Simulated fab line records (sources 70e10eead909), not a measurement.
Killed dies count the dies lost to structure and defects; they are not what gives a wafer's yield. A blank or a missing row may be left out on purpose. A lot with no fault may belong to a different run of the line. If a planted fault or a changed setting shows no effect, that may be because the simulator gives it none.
What tool caused it? || flow nandHarc || 6 lots with 18 wafers sampled at 5 steps, on a route of 1302 steps

WHAT EACH GAUGE READ, for each wafer
NHARC_END_SORT_01.
{"lot": "L101", "measured": "day 25 16:53", "on": "prober-02", "killedAtArray": "43 49 51"}
{"lot": "L113", "measured": "day 32 00:22", "on": "prober-01", "killedAtArray": "50 57 46"}
{"lot": "L118", "measured": "day 33 15:20", "on": "prober-01", "killedAtArray": "53 75 52"}

WHAT TOOL EACH LOT RAN ON (gives the tool, then ch and the chambers of the sampled wafers, and finally the start)
{"lot": "L101", "NHARC_A_STAIRCASE_STRIP_295": "rieDiel-09 ch 0,1,2, day 19 06:58 or earlier", "NHARC_A_STAIRCASE_ETCH_315": "rieDiel-06 ch 0,1,3, day 19 06:58 or earlier", "NHARC_A_STAIRCASE_STRIP_316": "rieDiel-06 ch 1,2,3, day 19 06:58 or earlier", "NHARC_A_STAIRCASE_DEP_322": "pecvd-02 ch 0,2, day 19 06:58"}
{"lot": "L103", "NHARC_A_STAIRCASE_STRIP_295": "rieDiel-01 ch 0,3, day 20 19:52 or earlier", "NHARC_A_STAIRCASE_ETCH_315": "rieDiel-01 ch 0,3, day 20 19:52 or earlier", "NHARC_A_STAIRCASE_STRIP_316": "rieDiel-01 ch 1,2, day 20 19:52 or earlier", "NHARC_A_STAIRCASE_DEP_322": "pecvd-02 ch 0,2, day 20 19:52"}
{"lot": "L105", "NHARC_A_STAIRCASE_STRIP_295": "rieDiel-01 ch 0,2,3, day 22 03:19 or earlier", "NHARC_A_STAIRCASE_ETCH_315": "rieDiel-01 ch 0,1,3, day 22 03:19 or earlier", "NHARC_A_STAIRCASE_STRIP_316": "rieDiel-01 ch 0,1,3, day 22 03:19 or earlier", "NHARC_A_STAIRCASE_DEP_322": "pecvd-02 ch 0,1,2, day 22 03:19"}
{"lot": "L113", "NHARC_A_STAIRCASE_STRIP_295": "rieDiel-01 ch 0,1,2, day 25 07:37 or earlier", "NHARC_A_STAIRCASE_ETCH_315": "rieDiel-01 ch 0,1,2, day 25 07:37 or earlier", "NHARC_A_STAIRCASE_STRIP_316": "rieDiel-01 ch 0,1,2, day 25 07:37 or earlier", "NHARC_A_STAIRCASE_DEP_322": "pecvd-02 ch 0,1,2, day 25 07:37"}
{"lot": "L118", "NHARC_A_STAIRCASE_STRIP_295": "rieDiel-06 ch 1,3, day 26 16:34 or earlier", "NHARC_A_STAIRCASE_ETCH_315": "rieDiel-06 ch 1,3, day 26 16:34 or earlier", "NHARC_A_STAIRCASE_STRIP_316": "rieDiel-06 ch 1,3, day 26 16:34 or earlier", "NHARC_A_STAIRCASE_DEP_322": "pecvd-03 ch 0,1,2, day 26 16:34"}
{"lot": "L120", "NHARC_A_STAIRCASE_STRIP_295": "rieDiel-09 ch 1,3, day 27 22:06 or earlier", "NHARC_A_STAIRCASE_ETCH_315": "rieDiel-09 ch 0,1,2, day 27 22:06 or earlier", "NHARC_A_STAIRCASE_STRIP_316": "rieDiel-09 ch 1,3, day 27 22:06 or earlier", "NHARC_A_STAIRCASE_DEP_322": "pecvd-02 ch 0,1,2, day 27 22:06"}
- NHARC_A_STAIRCASE_STRIP_295: strips in O2.
- NHARC_A_STAIRCASE_ETCH_315: etches the open film in C4F8/O2/Ar, target depth 2500 nm, time 607.1 s.
- NHARC_A_STAIRCASE_STRIP_316: strips in O2.
- NHARC_A_STAIRCASE_DEP_322: deposits SiO2, target thk 7200 nm.

THE ANSWER, worked out from the rows above alone
Rule: usual is defined by the lots themselves. Put in order of their means at a reading, lots are off if they are a third of the lots or fewer, leave a main group of 4 or more, and stand apart from it by a gap of 3 or more times the standard deviation of the main group's means; of several such gaps the widest counts. A main group whose means are all the same, to the digits that the tables above print for the reading, isn't used. A lot without any number at a reading at which 4 lots or more have one is off too. All remaining lots with rows at the step are treated as sound.
None of the lots is off at any reading shown; this tells nothing.

WHAT THE SIMULATOR HAD INSERTED
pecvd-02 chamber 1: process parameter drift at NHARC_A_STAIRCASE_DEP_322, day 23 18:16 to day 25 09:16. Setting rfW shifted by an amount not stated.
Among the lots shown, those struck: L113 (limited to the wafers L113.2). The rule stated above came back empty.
